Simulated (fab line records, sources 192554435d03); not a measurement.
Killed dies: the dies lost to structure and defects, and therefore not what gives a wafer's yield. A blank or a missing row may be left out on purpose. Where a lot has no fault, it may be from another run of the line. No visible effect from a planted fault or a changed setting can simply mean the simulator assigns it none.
Which of the tools did it? || flow n5_finfet || 36 wafers from 12 lots sampled at 4 of the route's 1938 steps

## WHAT EACH GAUGE READ, for each wafer
N5_PASSIVATION_CD_MEAS_44: the cd target is 40000 nm.
{"lot": "L477", "measured": "day 11 21:31", "on": "cd_sem-02", "cd_nm (nm)": "40001 40001 40003"}
{"lot": "L478", "measured": "day 12 11:25", "on": "cd_sem-02", "cd_nm (nm)": "39999 39999 39994"}
{"lot": "L481", "measured": "day 13 18:40", "on": "cd_sem-03", "cd_nm (nm)": "40002 40003 40000"}
{"lot": "L482", "measured": "day 13 18:37", "on": "cd_sem-03", "cd_nm (nm)": "40001 39999 40000"}
{"lot": "L483", "measured": "day 13 17:59", "on": "cd_sem-03", "cd_nm (nm)": "40001 40000 40004"}
{"lot": "L484", "measured": "day 14 00:22", "on": "cd_sem-03", "cd_nm (nm)": "40007 40007 40009"}
{"lot": "L485", "measured": "day 14 05:50", "on": "cd_sem-02", "cd_nm (nm)": "39999 39999 39998"}
{"lot": "L486", "measured": "day 15 04:19", "on": "cd_sem-03", "cd_nm (nm)": "40003 40003 40001"}
{"lot": "L487", "measured": "day 15 03:53", "on": "cd_sem-01", "cd_nm (nm)": "39997 39996 39994"}
{"lot": "L498", "measured": "day 18 01:01", "on": "cd_sem-02", "cd_nm (nm)": "40005 40004 40006"}
{"lot": "L499", "measured": "day 18 05:36", "on": "cd_sem-02", "cd_nm (nm)": "39996 39998 39999"}
{"lot": "L500", "measured": "day 18 09:26", "on": "cd_sem-03", "cd_nm (nm)": "40005 40003 40003"}

## TOOL THAT RAN EACH LOT (tool first, then ch and the chambers of the sampled wafers, then the start)
{"lot": "L477", "N5_HKMG_FIN_ALD_21": "ald_metal-03 ch 1,2, day 4 09:51", "N5_PASSIVATION_DEGAS_18": "pvd_sputter-03, day 11 18:41", "N5_PASSIVATION_PRE_CLEAN_19": "pvd_sputter-03, day 11 18:43"}
{"lot": "L478", "N5_HKMG_FIN_ALD_21": "ald_metal-01 ch 0,1,3, day 4 12:22", "N5_PASSIVATION_DEGAS_18": "pvd_sputter-01, day 12 08:20", "N5_PASSIVATION_PRE_CLEAN_19": "pvd_sputter-01, day 12 08:22"}
{"lot": "L481", "N5_HKMG_FIN_ALD_21": "ald_metal-01 ch 0,1,2, day 5 06:23", "N5_PASSIVATION_DEGAS_18": "pvd_sputter-01, day 13 15:49", "N5_PASSIVATION_PRE_CLEAN_19": "pvd_sputter-01, day 13 15:52"}
{"lot": "L482", "N5_HKMG_FIN_ALD_21": "ald_metal-03 ch 0,3, day 5 15:54", "N5_PASSIVATION_DEGAS_18": "pvd_sputter-02, day 13 15:47", "N5_PASSIVATION_PRE_CLEAN_19": "pvd_sputter-02, day 13 15:49"}
{"lot": "L483", "N5_HKMG_FIN_ALD_21": "ald_metal-03 ch 1,2,3, day 5 20:36", "N5_PASSIVATION_DEGAS_18": "pvd_sputter-01, day 13 15:24", "N5_PASSIVATION_PRE_CLEAN_19": "pvd_sputter-01, day 13 15:26"}
{"lot": "L484", "N5_HKMG_FIN_ALD_21": "ald_metal-03 ch 0,2,3, day 6 04:16", "N5_PASSIVATION_DEGAS_18": "pvd_sputter-03, day 13 21:43", "N5_PASSIVATION_PRE_CLEAN_19": "pvd_sputter-03, day 13 21:45"}
{"lot": "L485", "N5_HKMG_FIN_ALD_21": "ald_metal-01 ch 0,3, day 6 06:55", "N5_PASSIVATION_DEGAS_18": "pvd_sputter-03, day 14 03:09", "N5_PASSIVATION_PRE_CLEAN_19": "pvd_sputter-03, day 14 03:11"}
{"lot": "L486", "N5_HKMG_FIN_ALD_21": "ald_metal-03 ch 1,2, day 6 15:22", "N5_PASSIVATION_DEGAS_18": "pvd_sputter-02, day 15 01:43", "N5_PASSIVATION_PRE_CLEAN_19": "pvd_sputter-02, day 15 01:45"}
{"lot": "L487", "N5_HKMG_FIN_ALD_21": "ald_metal-03 ch 0,1,3, day 6 18:03", "N5_PASSIVATION_DEGAS_18": "pvd_sputter-03, day 15 01:13", "N5_PASSIVATION_PRE_CLEAN_19": "pvd_sputter-03, day 15 01:15"}
{"lot": "L498", "N5_HKMG_FIN_ALD_21": "ald_metal-01 ch 1,2, day 9 11:37", "N5_PASSIVATION_DEGAS_18": "pvd_sputter-02, day 17 21:07", "N5_PASSIVATION_PRE_CLEAN_19": "pvd_sputter-02, day 17 21:10"}
{"lot": "L499", "N5_HKMG_FIN_ALD_21": "ald_metal-04 ch 0,1,2, day 9 20:07", "N5_PASSIVATION_DEGAS_18": "pvd_sputter-02, day 18 01:26", "N5_PASSIVATION_PRE_CLEAN_19": "pvd_sputter-02, day 18 01:29"}
{"lot": "L500", "N5_HKMG_FIN_ALD_21": "ald_metal-04 ch 0,2,3, day 9 23:48", "N5_PASSIVATION_DEGAS_18": "pvd_sputter-02, day 18 06:14", "N5_PASSIVATION_PRE_CLEAN_19": "pvd_sputter-02, day 18 06:17"}
- N5_HKMG_FIN_ALD_21: deposits TiN, target thk 1.5 nm, pulse time 1 s, purge time 3 s.
- N5_PASSIVATION_DEGAS_18: time 60 s.
- N5_PASSIVATION_PRE_CLEAN_19

## WHAT THE TOOLS THEMSELVES READ (means of the sampled wafers that have a number; where no wafer has one, the mark that the record gives instead)
N5_HKMG_FIN_ALD_21.
{"lot": "L477", "tool": "ald_metal-03", "heater_power_outer_w (W)": 568, "heater_power_w (W)": 879, "precursor_pulse_height_rel": 0.990}
{"lot": "L478", "tool": "ald_metal-01", "heater_power_outer_w (W)": 548, "heater_power_w (W)": 916, "precursor_pulse_height_rel": 1.003}
{"lot": "L481", "tool": "ald_metal-01", "heater_power_outer_w (W)": 595, "heater_power_w (W)": 973, "precursor_pulse_height_rel": 1.011}
{"lot": "L482", "tool": "ald_metal-03", "heater_power_outer_w (W)": 522, "heater_power_w (W)": 785, "precursor_pulse_height_rel": 0.980}
{"lot": "L483", "tool": "ald_metal-03", "heater_power_outer_w (W)": 554, "heater_power_w (W)": 872, "precursor_pulse_height_rel": 1.007}
{"lot": "L484", "tool": "ald_metal-03", "heater_power_outer_w (W)": 581, "heater_power_w (W)": 901, "precursor_pulse_height_rel": 0.974}
{"lot": "L485", "tool": "ald_metal-01", "heater_power_outer_w (W)": 535, "heater_power_w (W)": 853, "precursor_pulse_height_rel": 0.994}
{"lot": "L486", "tool": "ald_metal-03", "heater_power_outer_w (W)": 571, "heater_power_w (W)": 883, "precursor_pulse_height_rel": 0.997}
{"lot": "L487", "tool": "ald_metal-03", "heater_power_outer_w (W)": 530, "heater_power_w (W)": 812, "precursor_pulse_height_rel": 1.009}
{"lot": "L498", "tool": "ald_metal-01", "heater_power_outer_w (W)": 599, "heater_power_w (W)": 959, "precursor_pulse_height_rel": 1.023}
{"lot": "L499", "tool": "ald_metal-04", "heater_power_outer_w (W)": 584, "heater_power_w (W)": 914, "precursor_pulse_height_rel": 1.010}
{"lot": "L500", "tool": "ald_metal-04", "heater_power_outer_w (W)": 544, "heater_power_w (W)": 871, "precursor_pulse_height_rel": 0.996}

N5_PASSIVATION_DEGAS_18.
{"lot": "L477", "tool": "pvd_sputter-03", "heater_power_w (W)": 453}
{"lot": "L478", "tool": "pvd_sputter-01", "heater_power_w (W)": 494}
{"lot": "L481", "tool": "pvd_sputter-01", "heater_power_w (W)": 449}
{"lot": "L482", "tool": "pvd_sputter-02", "heater_power_w (W)": 413}
{"lot": "L483", "tool": "pvd_sputter-01", "heater_power_w (W)": 509}
{"lot": "L484", "tool": "pvd_sputter-03", "heater_power_w (W)": 474}
{"lot": "L485", "tool": "pvd_sputter-03", "heater_power_w (W)": 503}
{"lot": "L486", "tool": "pvd_sputter-02", "heater_power_w (W)": 435}
{"lot": "L487", "tool": "pvd_sputter-03", "heater_power_w (W)": 474}
{"lot": "L498", "tool": "pvd_sputter-02", "heater_power_w (W)": 447}
{"lot": "L499", "tool": "pvd_sputter-02", "heater_power_w (W)": 479}
{"lot": "L500", "tool": "pvd_sputter-02", "heater_power_w (W)": 483}

N5_PASSIVATION_PRE_CLEAN_19.
{"lot": "L477", "tool": "pvd_sputter-03", "heater_power_w (W)": 459}
{"lot": "L478", "tool": "pvd_sputter-01", "heater_power_w (W)": 501}
{"lot": "L481", "tool": "pvd_sputter-01", "heater_power_w (W)": 452}
{"lot": "L482", "tool": "pvd_sputter-02", "heater_power_w (W)": 413}
{"lot": "L483", "tool": "pvd_sputter-01", "heater_power_w (W)": 517}
{"lot": "L484", "tool": "pvd_sputter-03", "heater_power_w (W)": 472}
{"lot": "L485", "tool": "pvd_sputter-03", "heater_power_w (W)": 509}
{"lot": "L486", "tool": "pvd_sputter-02", "heater_power_w (W)": 436}
{"lot": "L487", "tool": "pvd_sputter-03", "heater_power_w (W)": 475}
{"lot": "L498", "tool": "pvd_sputter-02", "heater_power_w (W)": 448}
{"lot": "L499", "tool": "pvd_sputter-02", "heater_power_w (W)": 474}
{"lot": "L500", "tool": "pvd_sputter-02", "heater_power_w (W)": 482}

## THE ANSWER, worked out from the rows above alone
Rule: the usual values come from the lots themselves. Put in order of their means at a reading, lots are off if they are a third of the lots or fewer, leave a main group of 4 or more, and stand apart from it by a gap of 3 or more times the standard deviation of the main group's means; of several such gaps the widest counts. Not used: any main group whose means are identical at the precision the tables above print for the reading. Also off: a lot with no number at a reading for which 4 or more lots have one. The other lots that the step has rows for count as sound. Order of review: gauges by route order, followed by the tools' own readings, for which a lot's mean as printed above is used. The first step at which some lot is off is used, and at that step the reading that is off furthest; a lot without a number counts as furthest.
No lot is off on any of the readings shown, so nothing can be concluded from this.

## WHAT HAD BEEN PUT IN BY THE SIMULATOR
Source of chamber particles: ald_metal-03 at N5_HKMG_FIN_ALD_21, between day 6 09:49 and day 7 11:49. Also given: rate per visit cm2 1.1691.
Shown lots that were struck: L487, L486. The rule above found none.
